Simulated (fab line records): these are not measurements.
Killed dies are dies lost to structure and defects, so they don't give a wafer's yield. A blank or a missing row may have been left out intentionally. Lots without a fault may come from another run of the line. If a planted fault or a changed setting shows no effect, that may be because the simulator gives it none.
Which tool is to blame? -- flow n5Finfet -- 8 lots, 24 wafers sampled, at 4 steps of a route of 1938

WHAT THE GAUGES SHOWED, per wafer
N5_PMOS_HMC_CHANNEL_EPI_INSPECT_30: inspects for defects (darkfield).
lot,measured,on,rawDefectCount
L313,day 3 10:01,defectInspect-01,11 8 28
L316,day 4 02:41,defectInspect-02,28 22 23
L319,day 4 21:23,defectInspect-02,17 6 24
L320,day 5 02:50,defectInspect-01,309 279 273
L322,day 5 14:52,defectInspect-02,358 314 310
L328,day 7 02:13,defectInspect-01,30 9 17
L329,day 7 08:23,defectInspect-02,18 13 13
L330,day 7 14:44,defectInspect-02,10 13 11

WHAT TOOL EACH LOT RAN ON (gives the tool, then ch and the chambers of the sampled wafers, and finally the start)
lot,N5_PMOS_HMC_CHANNEL_EPI_DESCUM_14,N5_PMOS_HMC_CHANNEL_EPI_PRECLEAN_40,N5_PMOS_HMC_CHANNEL_EPI_EPI_26
L313,"rieDiel-04 ch 0,3, day 3 05:55","wetBench-03 ch 0,3,5, day 3 09:28","epiRpcvd-03 ch 0, day 3 09:41"
L316,"rieDiel-04 ch 0,1,2, day 3 23:42","wetBench-03 ch 2,4,5, day 4 02:00","epiRpcvd-03 ch 0, day 4 02:05"
L319,"rieDiel-02 ch 1,3, day 4 17:35","wetBench-03 ch 2,4,7, day 4 20:49","epiRpcvd-03 ch 0, day 4 20:58"
L320,"rieDiel-02 ch 0,2,3, day 4 23:34","wetBench-03 ch 2,3,4, day 5 02:16","epiRpcvd-02 ch 0, day 5 02:22"
L322,"rieDiel-03 ch 0,1,2, day 5 11:37","wetBench-03 ch 2,6,7, day 5 14:18","epiRpcvd-02 ch 0, day 5 14:23"
L328,"rieDiel-04 ch 0,2,3, day 6 23:28","wetBench-02 ch 0,1,4, day 7 01:46","epiRpcvd-03 ch 0, day 7 01:56"
L329,"rieDiel-04 ch 0,1, day 7 05:32","wetBench-02 ch 1,2,4, day 7 07:50","epiRpcvd-02 ch 0, day 7 07:55"
L330,"rieDiel-03 ch 1,3, day 7 11:36","wetBench-06 ch 0,2,7, day 7 14:17","epiRpcvd-03 ch 0, day 7 14:22"
- N5_PMOS_HMC_CHANNEL_EPI_DESCUM_14: chemistry O2, time 7.9 s.
- N5_PMOS_HMC_CHANNEL_EPI_PRECLEAN_40: cleans in DHF, time 30 s.
- N5_PMOS_HMC_CHANNEL_EPI_EPI_26: deposits Si from SiH4/H2, target thk 3.8 nm, time 22.7 s.

THE ANSWER, worked out from the rows above alone
Rule: the usual values come from the lots themselves. Put in order of their means at a reading, lots are off if they are a third of the lots or fewer, leave a main group of 4 or more, and stand apart from it by a gap of 3 or more times the standard deviation of the main group's means; of several such gaps the widest counts. A main group is skipped when, at the precision printed for the reading in the tables above, its means are all equal. A lot without any number at a reading at which 4 lots or more have one is off too. Any other lot the step has rows for is counted as sound.
Off at N5_PMOS_HMC_CHANNEL_EPI_INSPECT_30 (rawDefectCount): L320, L322. Main group: mean 17, sd 4.
A tool fits if, at a process step before that reading, it ran every lot that is off, and no sound lot after the first of them. The gauges at N5_PMOS_HMC_CHANNEL_EPI_INSPECT_30 are tried like those tools. One fits: wetBench-03 at N5_PMOS_HMC_CHANNEL_EPI_PRECLEAN_40. Its last sound lot is L319 (day 4 20:49), its first lot that is off L320 (day 5 02:16): a fault that began between those two fits.

WHAT HAD BEEN PUT IN BY THE SIMULATOR
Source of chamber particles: wetBench-03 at N5_PMOS_HMC_CHANNEL_EPI_PRECLEAN_40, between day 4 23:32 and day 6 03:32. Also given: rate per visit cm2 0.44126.
Shown lots that were struck: L320, L322. The rule above found the same.
